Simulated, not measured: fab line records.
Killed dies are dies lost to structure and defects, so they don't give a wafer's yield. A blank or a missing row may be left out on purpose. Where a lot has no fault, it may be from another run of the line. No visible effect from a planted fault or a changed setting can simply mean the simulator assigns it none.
A struck lot beside a sound one / flow nand_harc / 15 steps out of a route of 1159
Sound: wafers L553.2, L553.3, L553.4. Wafers struck: L561.1, L561.3, L561.6. The cause is named last.
At each step with rows: each side's tool, then ch and its chambers, then its first start. Under that, the readings that differ: sound wafers / struck wafers / difference of the means / sigmas: that difference in standard deviations of wafers without a fault.
alike: same words and numbers on both sides, and readings whose means sit less than 2 such deviations apart. not compared: any withheld reading, any reading some wafer has no value for, any bound like >300 that may hide the same value, and any number with overlapping values for which the record gives no deviation.
The two part at a step that has a row with sigmas, a row that says differs or no value, or rows on one side only. When numbers do not overlap yet have no deviation, they are printed without sigmas and do not part them. Lack of a reading on every wafer of one side parts them only where that side has two or more wafers.

first, 3 steps without rows for these wafers: NHARC_A_CHANNEL_HOLE_D1_STRIP_41 (strips in N2/H2); NHARC_A_CHANNEL_HOLE_D1_STRIP_42 (strips in CF4/CHF3); NHARC_A_CHANNEL_HOLE_D1_STRIP_43 (strips in O2/COS).
NHARC_A_CHANNEL_HOLE_D1_ETCH_44: etches the open film in CF4/O2, target depth 140 nm, overetch 14 nm, time 77 s.
  sound on rie_diel-05 ch 0,2,3, day 10 12:37; struck on rie_diel-06 ch 0,1,2, day 12 08:09
  alike: drypump_motor_current_A, oes_product_au, rf_vpp_V, showerhead_plenum_p_Torr, throttle_valve_pct
  not compared: rf_hours_counter_h
NHARC_A_CHANNEL_HOLE_D1_STRIP_27: strips in O2.
  sound on rie_diel-05 ch 0,1,3; struck on rie_diel-06 ch 0,1,2
  alike: drypump_motor_current_A, oes_product_au, rf_vpp_V, showerhead_plenum_p_Torr, throttle_valve_pct
  not compared: rf_hours_counter_h
then, 2 steps without rows for these wafers: NHARC_A_CHANNEL_HOLE_D1_PRECLEAN_28 (cleans in SC1); NHARC_A_CHANNEL_HOLE_D1_SRD_29.
NHARC_A_CHANNEL_HOLE_D1_CD_MEAS_30:
  sound: cd_sem-02 at day 10 13:26; struck: cd_sem-03 at day 12 08:56
  alike: cd_nm
NHARC_A_CHANNEL_HOLE_D1_XSEM_31:
  sound on xsem-02 ch 0, day 10 13:32; struck on xsem-01 ch 0, day 12 09:01
  alike: bot_cd_nm, bow_nm, tilt_deg
NHARC_A_CHANNEL_HOLE_D1_INSPECT_40:
  sound: defect_inspect-01 at day 10 13:38; struck: defect_inspect-01 at day 12 09:07
  alike: raw_defect_count
then, 2 steps without rows for these wafers: NHARC_A_CHANNEL_FILL_D1_PRECLEAN_00 (cleans in SC1); NHARC_A_CHANNEL_FILL_D1_SRD_01.
NHARC_A_CHANNEL_FILL_D1_ALD_02: deposits SiO2, target thk 6 nm, pulse time 10 s, ald cycles 60.
  sound on ald_hk-04 ch 0,1,2, day 10 13:49; struck on ald_hk-01 ch 1,2, day 12 09:19
reading=ald_cycles; sound=60 60 60; struck=67 67 67; difference=+7; sigmas=
  alike: heater_power_w, precursor_pulse_height_rel
NHARC_A_CHANNEL_FILL_D1_ALD_03: deposits SiNx, target thk 6 nm, pulse time 60 s, ald cycles 58.
  sound on ald_sin_batch-03 ch 0; struck on ald_sin_batch-03 ch 0
  alike: ald_cycles, precursor_pulse_height_rel
-- jump in the record: it breaks off in module A_CHANNEL_FILL_D1 and resumes in module END (first step shown: number 1159 of the route), and 11 days separate the struck wafers' starts before and after --
NHARC_END_SORT_01:
  sound on prober-02 ch 0, day 21 15:42; struck on prober-02 ch 0, day 23 01:43
reading=killed_at_array; sound=14 13 16; struck=45 45 36; difference=+28; sigmas=+2
  alike: killed_at_other, killed_at_periphery, killed_dies, killed_open, killed_short

WHERE THEY PART
At NHARC_END_SORT_01 and nowhere else, as far as this record goes.

WHY: what had been put in by the simulator
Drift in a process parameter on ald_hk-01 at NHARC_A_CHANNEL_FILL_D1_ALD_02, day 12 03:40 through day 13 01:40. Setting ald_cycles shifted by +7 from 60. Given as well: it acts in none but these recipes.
